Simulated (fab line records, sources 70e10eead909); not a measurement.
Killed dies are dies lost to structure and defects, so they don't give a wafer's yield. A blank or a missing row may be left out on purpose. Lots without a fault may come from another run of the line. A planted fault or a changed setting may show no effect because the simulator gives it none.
Which tool did it? | flow nand_harc | 24 lots, 72 wafers sampled, at 6 steps of a route of 1159

WHAT THE GAUGES READ, wafer by wafer
NHARC_P_STI_OVL_MEAS_10. Usual: overlay_x_nm -2 nm, standard deviation 6.4; overlay_y_nm -2 nm, standard deviation 7.1.
lot  | measured    | on         | overlay_x_nm (nm) | overlay_y_nm (nm) | flag
L074 | day 2 11:55 | overlay-02 | 7 8 7             | -5 -5 -5          |
L075 | day 2 23:32 | overlay-01 | 7 6 6             | -1 -1 -1          |
L076 | day 2 23:30 | overlay-02 | -8 -8 -7          | 1 1 1             |
L077 | day 3 11:27 | overlay-01 | -7 -7 -7          | -12 -12 -13       |
L078 | day 3 11:37 | overlay-02 | 8 9 8             | 19 19 19          |
L079 | day 3 17:39 | overlay-02 | 9 10 9            | -5 -6 -5          |
L080 | day 3 23:32 | overlay-01 | -1 -2 -1          | -5 -5 -4          |
L081 | day 4 06:50 | overlay-02 | -1 -1 0           | 2 3 2             |
L082 | day 4 10:59 | overlay-02 | -6 -6 -6          | -1 -1 -1          |
L083 | day 4 16:59 | overlay-02 | -13 -13 -12       | 3 3 3             |
L084 | day 4 23:04 | overlay-01 | -6 -6 -6          | 3 3 3             |
L085 | day 5 04:58 | overlay-01 | 6 6 6             | 1 1 1             |
L086 | day 5 13:50 | overlay-02 | -5 -5 -6          | -4 -4 -3          |
L087 | day 5 13:40 | overlay-02 | -10 -10 -10       | 5 4 5             |
L088 | day 6 00:36 | overlay-02 | -2 -2 -2          | -8 -8 -8          |
L089 | day 6 04:50 | overlay-02 | -5 -5 -5          | 4 5 4             |
L090 | day 6 11:56 | overlay-02 | -10 -10 -10       | -5 -5 -5          |
L091 | day 6 17:10 | overlay-02 | -2 -3 -2          | -4 -3 -4          |
L092 | day 7 08:23 | overlay-01 | -1 -1 -1          | 3 3 2             |
L093 | day 7 08:14 | overlay-02 | -10 -10 -11       | -17 -17 -16       |
L094 | day 7 08:25 | overlay-01 | 5 5 5             | -12 -12 -13       |
L095 | day 7 18:38 | overlay-02 | 7 7 7             | 0 0 0             |
L096 | day 7 22:58 | overlay-01 | 0 0 0             | -2 0 -1           |
L097 | day 8 06:38 | overlay-01 | 0 0 0             | -8 -9 -9          |

NHARC_P_CONTACT_OVL_MEAS_13. Usual: overlay_x_nm 0.1 nm, standard deviation 1; overlay_y_nm -0.1 nm, standard deviation 0.82.
lot  | measured     | on         | overlay_x_nm (nm) | overlay_y_nm (nm) | flag
L074 | day 5 15:52  | overlay-02 | -2.0 -2.1 -1.3    | 0.3 -0.7 -0.4     |
L075 | day 5 21:48  | overlay-02 | 0.0 0.2 -0.4      | -0.6 -0.5 -0.3    |
L076 | day 5 22:31  | overlay-02 | 0.4 0.3 0.0       | -0.9 -0.5 -0.7    |
L077 | day 6 14:07  | overlay-02 | 1.9 1.3 1.5       | -0.3 -0.4 -0.6    |
L078 | day 6 15:00  | overlay-02 | 0.8 0.2 0.3       | -1.2 -1.5 -1.2    |
L079 | day 6 19:35  | overlay-02 | 0.2 0.2 -0.5      | 1.0 0.6 1.4       |
L080 | day 7 07:23  | overlay-01 | 0.2 -0.4 -0.1     | -0.2 -0.3 -0.2    |
L081 | day 7 16:37  | overlay-02 | 0.2 -0.2 0.3      | 0.3 0.3 0.0       |
L082 | day 7 11:59  | overlay-02 | 1.2 1.0 1.0       | -1.3 -1.2 -0.9    |
L083 | day 7 20:02  | overlay-01 | 1.5 2.0 1.7       | -1.1 -0.2 -0.5    |
L084 | day 8 02:45  | overlay-02 | -0.3 -0.8 -0.1    | -1.4 -1.4 -1.3    |
L085 | day 8 10:37  | overlay-01 | 1.2 1.4 1.2       | 1.4 0.8 0.7       |
L086 | day 8 19:17  | overlay-02 | 0.3 0.1 0.5       | -1.1 -1.5 -0.4    |
L087 | day 8 20:06  | overlay-01 | -0.2 -0.5 -0.4    | 0.6 1.1 0.6       |
L088 | day 9 03:35  | overlay-01 | -0.2 -0.9 -0.4    | 0.9 0.7 0.8       |
L089 | day 9 04:23  | overlay-02 | 0.1 0.5 0.1       | 0.8 0.8 0.8       |
L090 | day 9 15:38  | overlay-01 | 0.1 -0.4 0.4      | 0.3 0.4 0.9       |
L091 | day 10 01:52 | overlay-01 | 0.2 0.4 -0.6      | 0.1 0.2 -0.4      |
L092 | day 10 10:49 | overlay-02 | 1.3 0.9 1.1       | 0.4 0.1 0.5       |
L093 | day 10 10:39 | overlay-01 | -0.7 -0.5 -1.1    | 0.8 0.4 -0.3      |
L094 | day 10 09:52 | overlay-01 | -0.5 0.1 0.1      | -0.9 -0.5 -1.0    |
L095 | day 10 21:22 | overlay-02 | -2.7 -2.8 -3.0    | 1.8 1.7 1.4       |
L096 | day 11 03:15 | overlay-02 | 1.4 1.4 2.1       | 0.4 0.0 -0.4      |
L097 | day 11 11:20 | overlay-01 | -0.2 -1.1 -0.4    | -0.3 -0.7 -0.1    |

NHARC_P_M1_INSPECT_11. Usual: raw_defect_count 3.8, standard deviation 2.2.
lot  | measured     | on                | raw_defect_count | flag
L074 | day 6 00:44  | defect_inspect-01 | 5 2 4            |
L075 | day 6 09:25  | defect_inspect-02 | 8 5 1            |
L076 | day 6 09:47  | defect_inspect-01 | 8 3 3            |
L077 | day 7 02:05  | defect_inspect-02 | 3 2 3            |
L078 | day 7 02:37  | defect_inspect-02 | 3 2 2            |
L079 | day 7 08:23  | defect_inspect-01 | 6 4 0            |
L080 | day 7 15:58  | defect_inspect-01 | 4 3 12           |
L081 | day 8 04:32  | defect_inspect-01 | 2 1 5            |
L082 | day 7 20:53  | defect_inspect-02 | 5 3 1            |
L083 | day 8 10:03  | defect_inspect-01 | 4 5 5            |
L084 | day 8 14:58  | defect_inspect-02 | 5 1 8            |
L085 | day 9 03:22  | defect_inspect-02 | 2 4 1            |
L086 | day 9 04:53  | defect_inspect-01 | 5 5 6            |
L087 | day 9 04:35  | defect_inspect-02 | 1 1 5            |
L088 | day 9 18:38  | defect_inspect-01 | 3 1 1            |
L089 | day 9 19:37  | defect_inspect-02 | 4 2 3            |
L090 | day 10 04:31 | defect_inspect-02 | 2 8 3            |
L091 | day 10 10:04 | defect_inspect-02 | 1 5 4            |
L092 | day 11 03:51 | defect_inspect-01 | 3 1 5            |
L093 | day 11 03:24 | defect_inspect-01 | 2 2 4            |
L094 | day 10 18:04 | defect_inspect-01 | 2 2 3            |
L095 | day 11 05:47 | defect_inspect-01 | 5 2 5            |
L096 | day 11 11:37 | defect_inspect-02 | 4 7 3            |
L097 | day 11 19:35 | defect_inspect-01 | 3 4 3            |

WHICH TOOL RAN EACH LOT (tool, then ch and the chambers of the sampled wafers, then the start)
lot  | NHARC_P_ZERO_WELL_DESCUM_54       | NHARC_P_GATE_STRIP_95                | NHARC_P_CONTACT_CMP_01
L074 | rie_diel-10 ch 0,1,3, day 1 17:49 | plasma_asher-02 ch 0,1, day 5 12:20  | cmp-04 ch 0,1,2, day 5 14:56
L075 | rie_diel-05 ch 0,1,2, day 1 23:49 | plasma_asher-01 ch 0,1, day 5 18:02  | cmp-04 ch 0,1,2, day 5 20:56
L076 | rie_diel-05 ch 1,2, day 2 06:17   | plasma_asher-02 ch 0, day 5 18:59    | cmp-04 ch 0,2,3, day 5 21:43
L077 | rie_diel-10 ch 1,2, day 2 11:56   | plasma_asher-02 ch 0,1, day 6 10:32  | cmp-03 ch 2,3, day 6 13:11
L078 | rie_diel-06 ch 0,2, day 2 18:04   | plasma_asher-02 ch 1, day 6 11:18    | cmp-01 ch 1,3, day 6 14:06
L079 | rie_diel-06 ch 0,1,2, day 2 23:53 | plasma_asher-02 ch 0,1, day 6 16:08  | cmp-01 ch 0,2,3, day 6 18:47
L080 | rie_diel-05 ch 1,2,3, day 3 06:26 | plasma_asher-02 ch 0,1, day 7 03:50  | cmp-04 ch 0,3, day 7 06:29
L081 | rie_diel-05 ch 0,1,2, day 3 12:05 | plasma_asher-02 ch 0,1, day 7 12:55  | cmp-04 ch 2,3, day 7 15:50
L082 | rie_diel-05 ch 1,2,3, day 3 17:50 | plasma_asher-02 ch 0,1, day 7 08:29  | cmp-01 ch 1,2, day 7 11:03
L083 | rie_diel-10 ch 0,2, day 3 23:49   | plasma_asher-02 ch 0, day 7 16:30    | cmp-04 ch 0,1,2, day 7 19:10
L084 | rie_diel-06 ch 0,2, day 4 05:55   | plasma_asher-02 ch 0,1, day 7 23:13  | cmp-03 ch 0,3, day 8 01:52
L085 | rie_diel-10 ch 2,3, day 4 11:39   | plasma_asher-02 ch 0,1, day 8 07:07  | cmp-03 ch 0,2, day 8 09:42
L086 | rie_diel-10 ch 0,1,3, day 4 18:08 | plasma_asher-01 ch 0,1, day 8 15:47  | cmp-03 ch 0,1,3, day 8 18:29
L087 | rie_diel-06 ch 0,1,2, day 4 23:47 | plasma_asher-01 ch 0,1, day 8 16:34  | cmp-01 ch 0,2,3, day 8 19:19
L088 | rie_diel-06 ch 0,1,3, day 5 06:08 | plasma_asher-01 ch 0,1, day 8 23:47  | cmp-04 ch 0,3, day 9 02:40
L089 | rie_diel-05 ch 1,2, day 5 11:40   | plasma_asher-01 ch 0,1, day 9 00:42  | cmp-03 ch 0,1, day 9 03:34
L090 | rie_diel-06 ch 2,3, day 5 17:58   | plasma_asher-02 ch 1, day 9 12:13    | cmp-03 ch 0,1, day 9 14:51
L091 | rie_diel-10 ch 0,1,3, day 6 00:04 | plasma_asher-01 ch 0,1, day 9 22:28  | cmp-04 ch 2,3, day 10 01:05
L092 | rie_diel-10 ch 2,3, day 6 05:54   | plasma_asher-01 ch 0,1, day 10 06:43 | cmp-03 ch 1,2,3, day 10 09:57
L093 | rie_diel-05 ch 0,1, day 6 11:49   | plasma_asher-02 ch 0,1, day 10 06:44 | cmp-01 ch 2,3, day 10 09:45
L094 | rie_diel-05 ch 0,1, day 6 18:04   | plasma_asher-02 ch 0,1, day 10 05:56 | cmp-03 ch 1,2,3, day 10 09:00
L095 | rie_diel-05 ch 0,1,3, day 6 23:55 | plasma_asher-01 ch 0,1, day 10 17:21 | cmp-01 ch 0,1,3, day 10 20:26
L096 | rie_diel-10 ch 0,1, day 7 05:56   | plasma_asher-01 ch 0,1, day 10 23:11 | cmp-03 ch 1,2,3, day 11 02:24
L097 | rie_diel-05 ch 0,2, day 7 11:55   | plasma_asher-01 ch 0,1, day 11 07:44 | cmp-01 ch 1,2,3, day 11 10:35
- NHARC_P_ZERO_WELL_DESCUM_54: chemistry O2, time 3 s.
- NHARC_P_GATE_STRIP_95: strips in O2.
- NHARC_P_CONTACT_CMP_01: polishes SiO2, target thk 200 nm.

WHAT THE TOOLS THEMSELVES READ (means of the sampled wafers that have a number; where no wafer has one, the mark that the record gives instead)
NHARC_P_ZERO_WELL_DESCUM_54. Usual: drypump_motor_current_A 5.9 A, standard deviation 0.41; o2_flow_sccm 200.1 sccm, standard deviation 0.61; oes_product_au 0.998 a.u., standard deviation 0.013; rf_vpp_V 57.7 V, standard deviation 0.86; showerhead_plenum_p_Torr 1.91 Torr, standard deviation 0.094; throttle_valve_pct 11.310 %, standard deviation 0.0094.
lot  | tool        | drypump_motor_current_A (A) | o2_flow_sccm (sccm) | oes_product_au (a.u.) | rf_vpp_V (V) | showerhead_plenum_p_Torr (Torr) | throttle_valve_pct (%) | flag
L074 | rie_diel-10 | 5.7                         | 199.4               | 1.014                 | 56.8         | 1.92                            | 11.313                 |
L075 | rie_diel-05 | 6.0                         | 199.9               | 1.001                 | 57.4         | 1.94                            | 11.311                 |
L076 | rie_diel-05 | 6.3                         | 199.7               | 0.996                 | 58.0         | 2.00                            | 11.310                 |
L077 | rie_diel-10 | 5.9                         | 200.5               | 0.983                 | 57.0         | 1.85                            | 11.312                 |
L078 | rie_diel-06 | 5.9                         | 200.3               | 1.011                 | 58.1         | 1.93                            | 11.315                 |
L079 | rie_diel-06 | 6.0                         | 200.7               | 1.008                 | 57.7         | 1.89                            | 11.309                 |
L080 | rie_diel-05 | 5.9                         | 199.9               | 0.996                 | 58.0         | 2.01                            | 11.309                 |
L081 | rie_diel-05 | 6.1                         | 199.7               | 1.003                 | 57.4         | 1.94                            | 11.313                 |
L082 | rie_diel-05 | 5.9                         | 200.9               | 0.999                 | 58.4         | 2.01                            | 11.305                 |
L083 | rie_diel-10 | 6.0                         | 200.2               | 0.989                 | 57.7         | 1.83                            | 11.307                 |
L084 | rie_diel-06 | 5.9                         | 200.1               | 1.000                 | 57.5         | 1.93                            | 11.314                 |
L085 | rie_diel-10 | 5.8                         | 200.0               | 0.990                 | 57.2         | 1.91                            | 11.315                 |
L086 | rie_diel-10 | 5.7                         | 199.4               | 0.995                 | 58.2         | 1.92                            | 11.314                 |
L087 | rie_diel-06 | 6.0                         | 200.2               | 0.979                 | 57.7         | 1.89                            | 11.311                 |
L088 | rie_diel-06 | 6.1                         | 200.2               | 0.986                 | 57.1         | 1.84                            | 11.316                 |
L089 | rie_diel-05 | 6.3                         | 200.2               | 0.995                 | 58.4         | 2.00                            | 11.306                 |
L090 | rie_diel-06 | 5.9                         | 200.1               | 0.986                 | 57.0         | 1.83                            | 11.306                 |
L091 | rie_diel-10 | 5.7                         | 200.1               | 1.000                 | 58.8         | 1.91                            | 11.299                 |
L092 | rie_diel-10 | 5.8                         | 199.9               | 0.996                 | 57.8         | 1.91                            | 11.309                 |
L093 | rie_diel-05 | 5.8                         | 200.1               | 1.005                 | 57.8         | 1.88                            | 11.314                 |
L094 | rie_diel-05 | 6.1                         | 200.9               | 0.990                 | 57.0         | 1.96                            | 11.309                 |
L095 | rie_diel-05 | 5.6                         | 200.6               | 0.997                 | 57.9         | 1.95                            | 11.312                 |
L096 | rie_diel-10 | 5.8                         | 199.7               | 1.000                 | 56.9         | 1.86                            | 11.317                 |
L097 | rie_diel-05 | 6.0                         | 199.7               | 1.002                 | 58.1         | 1.93                            | 11.316                 |

NHARC_P_GATE_STRIP_95. Usual: drypump_motor_current_A 6.0 A, standard deviation 0.38; heater_power_w 307 W, standard deviation 32.
lot  | tool            | drypump_motor_current_A (A) | heater_power_w (W) | flag
L074 | plasma_asher-02 | 6.2                         | 296                |
L075 | plasma_asher-01 | 5.7                         | 340                |
L076 | plasma_asher-02 | 6.2                         | 312                |
L077 | plasma_asher-02 | 6.2                         | 279                |
L078 | plasma_asher-02 | 6.2                         | 265                |
L079 | plasma_asher-02 | 6.2                         | 278                |
L080 | plasma_asher-02 | 6.2                         | 273                |
L081 | plasma_asher-02 | 6.2                         | 299                |
L082 | plasma_asher-02 | 6.2                         | 283                |
L083 | plasma_asher-02 | 6.2                         | 314                |
L084 | plasma_asher-02 | 6.2                         | 295                |
L085 | plasma_asher-02 | 6.2                         | 295                |
L086 | plasma_asher-01 | 5.7                         | 333                |
L087 | plasma_asher-01 | 5.7                         | 342                |
L088 | plasma_asher-01 | 5.5                         | 328                |
L089 | plasma_asher-01 | 5.5                         | 333                |
L090 | plasma_asher-02 | 6.2                         | 253                |
L091 | plasma_asher-01 | 5.5                         | 328                |
L092 | plasma_asher-01 | 5.7                         | 344                |
L093 | plasma_asher-02 | 6.2                         | 297                |
L094 | plasma_asher-02 | 6.2                         | 273                |
L095 | plasma_asher-01 | 5.5                         | 329                |
L096 | plasma_asher-01 | 5.5                         | 329                |
L097 | plasma_asher-01 | 5.7                         | 339                |

NHARC_P_CONTACT_CMP_01. Usual: motor_current_A 12.0 A, standard deviation 1.1.
lot  | tool   | motor_current_A (A) | flag
L074 | cmp-04 | 12.5                |
L075 | cmp-04 | 12.9                |
L076 | cmp-04 | 12.1                |
L077 | cmp-03 | 12.5                |
L078 | cmp-01 | 11.5                |
L079 | cmp-01 | 11.8                |
L080 | cmp-04 | 11.0                |
L081 | cmp-04 | 10.9                |
L082 | cmp-01 | 11.7                |
L083 | cmp-04 | 12.8                |
L084 | cmp-03 | 11.3                |
L085 | cmp-03 | 13.5                |
L086 | cmp-03 | 11.4                |
L087 | cmp-01 | 12.3                |
L088 | cmp-04 | 11.1                |
L089 | cmp-03 | 12.0                |
L090 | cmp-03 | 11.6                |
L091 | cmp-04 | 11.7                |
L092 | cmp-03 | 12.1                |
L093 | cmp-01 | 11.8                |
L094 | cmp-03 | 11.7                |
L095 | cmp-01 | 11.6                |
L096 | cmp-03 | 11.9                |
L097 | cmp-01 | 11.9                |

THE ANSWER, worked out from the rows above alone
Rule: a lot is off if the mean of its wafers that have a number lies more than 3 standard deviations from the usual mean. A lot without any number at a reading at which 4 lots or more have one is off too. The other lots that the step has rows for count as sound. The gauges are gone through in route order, then the tools' own readings, and for those a lot's mean is taken as printed above. The first step at which some lot is off is used, and at that step the reading that is off furthest; a lot without a number counts as furthest.
No lot is off at any reading shown: from this, nothing can be told.

WHAT THE SIMULATOR HAD PUT IN
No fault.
